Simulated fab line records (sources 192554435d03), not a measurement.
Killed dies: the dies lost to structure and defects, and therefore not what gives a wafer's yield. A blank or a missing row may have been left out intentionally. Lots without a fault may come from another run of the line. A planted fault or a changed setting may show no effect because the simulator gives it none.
The tool behind it: which one? / flow n5_finfet / 24 lots, 72 wafers sampled, at 4 steps of a route of 1938

== WHAT EACH GAUGE READ, for each wafer ==
N5_BEOL_M2_INSPECT_59: inspects for defects (darkfield). Usual: raw_defect_count 71, standard deviation 25.
lot=L074; measured=day 6 18:23; on=defect_inspect-01; raw_defect_count=65 62 66; flag=
lot=L075; measured=day 7 06:05; on=defect_inspect-01; raw_defect_count=66 49 51; flag=
lot=L077; measured=day 7 09:42; on=defect_inspect-02; raw_defect_count=106 68 77; flag=
lot=L076; measured=day 7 12:55; on=defect_inspect-02; raw_defect_count=92 67 30; flag=
lot=L078; measured=day 8 04:26; on=defect_inspect-01; raw_defect_count=66 66 63; flag=
lot=L079; measured=day 8 07:10; on=defect_inspect-01; raw_defect_count=75 63 51; flag=
lot=L081; measured=day 8 22:10; on=defect_inspect-01; raw_defect_count=115 87 98; flag=
lot=L082; measured=day 9 04:40; on=defect_inspect-02; raw_defect_count=66 55 55; flag=
lot=L080; measured=day 9 04:53; on=defect_inspect-01; raw_defect_count=64 67 33; flag=
lot=L083; measured=day 9 11:13; on=defect_inspect-02; raw_defect_count=46 81 47; flag=
lot=L084; measured=day 9 13:59; on=defect_inspect-01; raw_defect_count=175 80 85; flag=
lot=L085; measured=day 9 15:28; on=defect_inspect-01; raw_defect_count=95 77 53; flag=
lot=L086; measured=day 9 19:44; on=defect_inspect-02; raw_defect_count=44 83 55; flag=
lot=L087; measured=day 10 02:32; on=defect_inspect-01; raw_defect_count=81 58 58; flag=
lot=L088; measured=day 10 06:43; on=defect_inspect-02; raw_defect_count=85 67 48; flag=
lot=L089; measured=day 10 13:40; on=defect_inspect-01; raw_defect_count=102 115 95; flag=
lot=L090; measured=day 11 01:02; on=defect_inspect-02; raw_defect_count=87 46 47; flag=
lot=L092; measured=day 11 07:36; on=defect_inspect-02; raw_defect_count=69 56 84; flag=
lot=L091; measured=day 11 16:19; on=defect_inspect-02; raw_defect_count=89 97 81; flag=
lot=L093; measured=day 11 17:49; on=defect_inspect-02; raw_defect_count=89 42 93; flag=
lot=L094; measured=day 12 02:40; on=defect_inspect-02; raw_defect_count=42 52 44; flag=
lot=L095; measured=day 12 16:40; on=defect_inspect-01; raw_defect_count=71 55 42; flag=
lot=L096; measured=day 12 18:52; on=defect_inspect-02; raw_defect_count=68 106 72; flag=
lot=L097; measured=day 13 04:07; on=defect_inspect-01; raw_defect_count=99 106 141; flag=

== EACH LOT AND THE TOOL THAT RAN IT (in order: tool; ch and the chambers of the sampled wafers; start) ==
lot=L074; N5_BEOL_M2_ANNEAL_87=pvd_sputter-03, day 6 16:17; N5_BEOL_M2_ANNEAL_93=pvd_sputter-03, day 6 16:56; N5_BEOL_M2_PRE_CLEAN_60=cvd_co-01 ch 0,1,2, day 6 18:08
lot=L075; N5_BEOL_M2_ANNEAL_87=pvd_sputter-02, day 7 03:59; N5_BEOL_M2_ANNEAL_93=pvd_sputter-02, day 7 04:39; N5_BEOL_M2_PRE_CLEAN_60=cvd_co-02 ch 0,1,2, day 7 05:51
lot=L077; N5_BEOL_M2_ANNEAL_87=pvd_sputter-03, day 7 07:37; N5_BEOL_M2_ANNEAL_93=pvd_sputter-03, day 7 08:16; N5_BEOL_M2_PRE_CLEAN_60=cvd_co-01 ch 0,2, day 7 09:27
lot=L076; N5_BEOL_M2_ANNEAL_87=pvd_sputter-03, day 7 10:49; N5_BEOL_M2_ANNEAL_93=pvd_sputter-03, day 7 11:29; N5_BEOL_M2_PRE_CLEAN_60=cvd_co-01 ch 0,2, day 7 12:40
lot=L078; N5_BEOL_M2_ANNEAL_87=pvd_sputter-03, day 8 02:19; N5_BEOL_M2_ANNEAL_93=pvd_sputter-03, day 8 02:58; N5_BEOL_M2_PRE_CLEAN_60=cvd_co-01 ch 1,2, day 8 04:11
lot=L079; N5_BEOL_M2_ANNEAL_87=pvd_sputter-01, day 8 05:00; N5_BEOL_M2_ANNEAL_93=pvd_sputter-01, day 8 05:40; N5_BEOL_M2_PRE_CLEAN_60=cvd_co-01 ch 0,1,2, day 8 06:55
lot=L081; N5_BEOL_M2_ANNEAL_87=pvd_sputter-02, day 8 20:05; N5_BEOL_M2_ANNEAL_93=pvd_sputter-02, day 8 20:44; N5_BEOL_M2_PRE_CLEAN_60=cvd_co-02 ch 1,2, day 8 21:55
lot=L082; N5_BEOL_M2_ANNEAL_87=pvd_sputter-01, day 9 02:24; N5_BEOL_M2_ANNEAL_93=pvd_sputter-01, day 9 03:04; N5_BEOL_M2_PRE_CLEAN_60=cvd_co-02 ch 0,1,2, day 9 04:25
lot=L080; N5_BEOL_M2_ANNEAL_87=pvd_sputter-02, day 9 02:31; N5_BEOL_M2_ANNEAL_93=pvd_sputter-02, day 9 03:11; N5_BEOL_M2_PRE_CLEAN_60=cvd_co-02 ch 0,1,2, day 9 04:39
lot=L083; N5_BEOL_M2_ANNEAL_87=pvd_sputter-02, day 9 08:54; N5_BEOL_M2_ANNEAL_93=pvd_sputter-02, day 9 09:34; N5_BEOL_M2_PRE_CLEAN_60=cvd_co-02 ch 1,2, day 9 10:55
lot=L084; N5_BEOL_M2_ANNEAL_87=pvd_sputter-03, day 9 11:49; N5_BEOL_M2_ANNEAL_93=pvd_sputter-03, day 9 12:28; N5_BEOL_M2_PRE_CLEAN_60=cvd_co-02 ch 1,2, day 9 13:44
lot=L085; N5_BEOL_M2_ANNEAL_87=pvd_sputter-01, day 9 13:22; N5_BEOL_M2_ANNEAL_93=pvd_sputter-01, day 9 14:01; N5_BEOL_M2_PRE_CLEAN_60=cvd_co-01 ch 0,2, day 9 15:13
lot=L086; N5_BEOL_M2_ANNEAL_87=pvd_sputter-02, day 9 17:36; N5_BEOL_M2_ANNEAL_93=pvd_sputter-02, day 9 18:16; N5_BEOL_M2_PRE_CLEAN_60=cvd_co-02 ch 0,1, day 9 19:28
lot=L087; N5_BEOL_M2_ANNEAL_87=pvd_sputter-03, day 10 00:23; N5_BEOL_M2_ANNEAL_93=pvd_sputter-03, day 10 01:02; N5_BEOL_M2_PRE_CLEAN_60=cvd_co-01 ch 0,2, day 10 02:17
lot=L088; N5_BEOL_M2_ANNEAL_87=pvd_sputter-01, day 10 04:37; N5_BEOL_M2_ANNEAL_93=pvd_sputter-01, day 10 05:16; N5_BEOL_M2_PRE_CLEAN_60=cvd_co-02 ch 1,2, day 10 06:28
lot=L089; N5_BEOL_M2_ANNEAL_87=pvd_sputter-02, day 10 11:31; N5_BEOL_M2_ANNEAL_93=pvd_sputter-02, day 10 12:10; N5_BEOL_M2_PRE_CLEAN_60=cvd_co-02 ch 0,1,2, day 10 13:25
lot=L090; N5_BEOL_M2_ANNEAL_87=pvd_sputter-01, day 10 22:56; N5_BEOL_M2_ANNEAL_93=pvd_sputter-01, day 10 23:35; N5_BEOL_M2_PRE_CLEAN_60=cvd_co-02 ch 0,1,2, day 11 00:47
lot=L092; N5_BEOL_M2_ANNEAL_87=pvd_sputter-01, day 11 05:14; N5_BEOL_M2_ANNEAL_93=pvd_sputter-01, day 11 05:53; N5_BEOL_M2_PRE_CLEAN_60=cvd_co-01 ch 0,1,2, day 11 07:22
lot=L091; N5_BEOL_M2_ANNEAL_87=pvd_sputter-03, day 11 14:13; N5_BEOL_M2_ANNEAL_93=pvd_sputter-03, day 11 14:53; N5_BEOL_M2_PRE_CLEAN_60=cvd_co-01 ch 0,1, day 11 16:04
lot=L093; N5_BEOL_M2_ANNEAL_87=pvd_sputter-02, day 11 15:44; N5_BEOL_M2_ANNEAL_93=pvd_sputter-02, day 11 16:23; N5_BEOL_M2_PRE_CLEAN_60=cvd_co-01 ch 0,2, day 11 17:34
lot=L094; N5_BEOL_M2_ANNEAL_87=pvd_sputter-01, day 12 00:32; N5_BEOL_M2_ANNEAL_93=pvd_sputter-01, day 12 01:12; N5_BEOL_M2_PRE_CLEAN_60=cvd_co-02 ch 1,2, day 12 02:24
lot=L095; N5_BEOL_M2_ANNEAL_87=pvd_sputter-03, day 12 14:31; N5_BEOL_M2_ANNEAL_93=pvd_sputter-03, day 12 15:11; N5_BEOL_M2_PRE_CLEAN_60=cvd_co-01 ch 1,2, day 12 16:25
lot=L096; N5_BEOL_M2_ANNEAL_87=pvd_sputter-03, day 12 16:37; N5_BEOL_M2_ANNEAL_93=pvd_sputter-03, day 12 17:17; N5_BEOL_M2_PRE_CLEAN_60=cvd_co-01 ch 0,1,2, day 12 18:37
lot=L097; N5_BEOL_M2_ANNEAL_87=pvd_sputter-02, day 13 02:01; N5_BEOL_M2_ANNEAL_93=pvd_sputter-02, day 13 02:40; N5_BEOL_M2_PRE_CLEAN_60=cvd_co-02 ch 1,2, day 13 03:52
- N5_BEOL_M2_ANNEAL_87: time 240 s.
- N5_BEOL_M2_ANNEAL_93: time 240 s.
- N5_BEOL_M2_PRE_CLEAN_60: time 15 s.

== WHAT THE TOOLS THEMSELVES READ (means of the sampled wafers that have a number; where no wafer has one, the mark that the record gives instead) ==
N5_BEOL_M2_ANNEAL_87. Usual: heater_power_w 827 W, standard deviation 110.
lot=L074; tool=pvd_sputter-03; heater_power_w (W)=832; flag=
lot=L075; tool=pvd_sputter-02; heater_power_w (W)=830; flag=
lot=L077; tool=pvd_sputter-03; heater_power_w (W)=925; flag=
lot=L076; tool=pvd_sputter-03; heater_power_w (W)=1003; flag=
lot=L078; tool=pvd_sputter-03; heater_power_w (W)=1009; flag=
lot=L079; tool=pvd_sputter-01; heater_power_w (W)=683; flag=
lot=L081; tool=pvd_sputter-02; heater_power_w (W)=765; flag=
lot=L082; tool=pvd_sputter-01; heater_power_w (W)=721; flag=
lot=L080; tool=pvd_sputter-02; heater_power_w (W)=924; flag=
lot=L083; tool=pvd_sputter-02; heater_power_w (W)=851; flag=
lot=L084; tool=pvd_sputter-03; heater_power_w (W)=824; flag=
lot=L085; tool=pvd_sputter-01; heater_power_w (W)=757; flag=
lot=L086; tool=pvd_sputter-02; heater_power_w (W)=851; flag=
lot=L087; tool=pvd_sputter-03; heater_power_w (W)=943; flag=
lot=L088; tool=pvd_sputter-01; heater_power_w (W)=713; flag=
lot=L089; tool=pvd_sputter-02; heater_power_w (W)=914; flag=
lot=L090; tool=pvd_sputter-01; heater_power_w (W)=736; flag=
lot=L092; tool=pvd_sputter-01; heater_power_w (W)=734; flag=
lot=L091; tool=pvd_sputter-03; heater_power_w (W)=829; flag=
lot=L093; tool=pvd_sputter-02; heater_power_w (W)=888; flag=
lot=L094; tool=pvd_sputter-01; heater_power_w (W)=731; flag=
lot=L095; tool=pvd_sputter-03; heater_power_w (W)=768; flag=
lot=L096; tool=pvd_sputter-03; heater_power_w (W)=940; flag=
lot=L097; tool=pvd_sputter-02; heater_power_w (W)=838; flag=

N5_BEOL_M2_ANNEAL_93. Usual: heater_power_w 826 W, standard deviation 110.
lot=L074; tool=pvd_sputter-03; heater_power_w (W)=819; flag=
lot=L075; tool=pvd_sputter-02; heater_power_w (W)=821; flag=
lot=L077; tool=pvd_sputter-03; heater_power_w (W)=923; flag=
lot=L076; tool=pvd_sputter-03; heater_power_w (W)=984; flag=
lot=L078; tool=pvd_sputter-03; heater_power_w (W)=998; flag=
lot=L079; tool=pvd_sputter-01; heater_power_w (W)=687; flag=
lot=L081; tool=pvd_sputter-02; heater_power_w (W)=748; flag=
lot=L082; tool=pvd_sputter-01; heater_power_w (W)=718; flag=
lot=L080; tool=pvd_sputter-02; heater_power_w (W)=927; flag=
lot=L083; tool=pvd_sputter-02; heater_power_w (W)=839; flag=
lot=L084; tool=pvd_sputter-03; heater_power_w (W)=818; flag=
lot=L085; tool=pvd_sputter-01; heater_power_w (W)=756; flag=
lot=L086; tool=pvd_sputter-02; heater_power_w (W)=839; flag=
lot=L087; tool=pvd_sputter-03; heater_power_w (W)=942; flag=
lot=L088; tool=pvd_sputter-01; heater_power_w (W)=743; flag=
lot=L089; tool=pvd_sputter-02; heater_power_w (W)=897; flag=
lot=L090; tool=pvd_sputter-01; heater_power_w (W)=735; flag=
lot=L092; tool=pvd_sputter-01; heater_power_w (W)=730; flag=
lot=L091; tool=pvd_sputter-03; heater_power_w (W)=814; flag=
lot=L093; tool=pvd_sputter-02; heater_power_w (W)=913; flag=
lot=L094; tool=pvd_sputter-01; heater_power_w (W)=728; flag=
lot=L095; tool=pvd_sputter-03; heater_power_w (W)=758; flag=
lot=L096; tool=pvd_sputter-03; heater_power_w (W)=942; flag=
lot=L097; tool=pvd_sputter-02; heater_power_w (W)=810; flag=

N5_BEOL_M2_PRE_CLEAN_60. Usual: heater_power_w 85 W, standard deviation 20.
lot=L074; tool=cvd_co-01; heater_power_w (W)=81; flag=
lot=L075; tool=cvd_co-02; heater_power_w (W)=86; flag=
lot=L077; tool=cvd_co-01; heater_power_w (W)=84; flag=
lot=L076; tool=cvd_co-01; heater_power_w (W)=82; flag=
lot=L078; tool=cvd_co-01; heater_power_w (W)=82; flag=
lot=L079; tool=cvd_co-01; heater_power_w (W)=81; flag=
lot=L081; tool=cvd_co-02; heater_power_w (W)=108; flag=
lot=L082; tool=cvd_co-02; heater_power_w (W)=87; flag=
lot=L080; tool=cvd_co-02; heater_power_w (W)=85; flag=
lot=L083; tool=cvd_co-02; heater_power_w (W)=86; flag=
lot=L084; tool=cvd_co-02; heater_power_w (W)=106; flag=
lot=L085; tool=cvd_co-01; heater_power_w (W)=85; flag=
lot=L086; tool=cvd_co-02; heater_power_w (W)=107; flag=
lot=L087; tool=cvd_co-01; heater_power_w (W)=83; flag=
lot=L088; tool=cvd_co-02; heater_power_w (W)=84; flag=
lot=L089; tool=cvd_co-02; heater_power_w (W)=87; flag=
lot=L090; tool=cvd_co-02; heater_power_w (W)=88; flag=
lot=L092; tool=cvd_co-01; heater_power_w (W)=82; flag=
lot=L091; tool=cvd_co-01; heater_power_w (W)=82; flag=
lot=L093; tool=cvd_co-01; heater_power_w (W)=83; flag=
lot=L094; tool=cvd_co-02; heater_power_w (W)=105; flag=
lot=L095; tool=cvd_co-01; heater_power_w (W)=85; flag=
lot=L096; tool=cvd_co-01; heater_power_w (W)=84; flag=
lot=L097; tool=cvd_co-02; heater_power_w (W)=87; flag=

== THE ANSWER, worked out from the rows above alone ==
Rule: a lot counts as off when the mean over its wafers that have a number is more than 3 standard deviations away from the usual mean. A lot without any number at a reading at which 4 lots or more have one is off too. Where the step has rows for the other lots, those lots are counted as sound. After the gauges, taken in route order, come the tools' own readings; for these a lot's mean is taken, as printed above. At the first step where some lot is off, the reading lying furthest off is the one used; lots without a number count as furthest.
No lot is off at any reading shown: from this, nothing can be told.

== WHAT THE SIMULATOR HAD INSERTED ==
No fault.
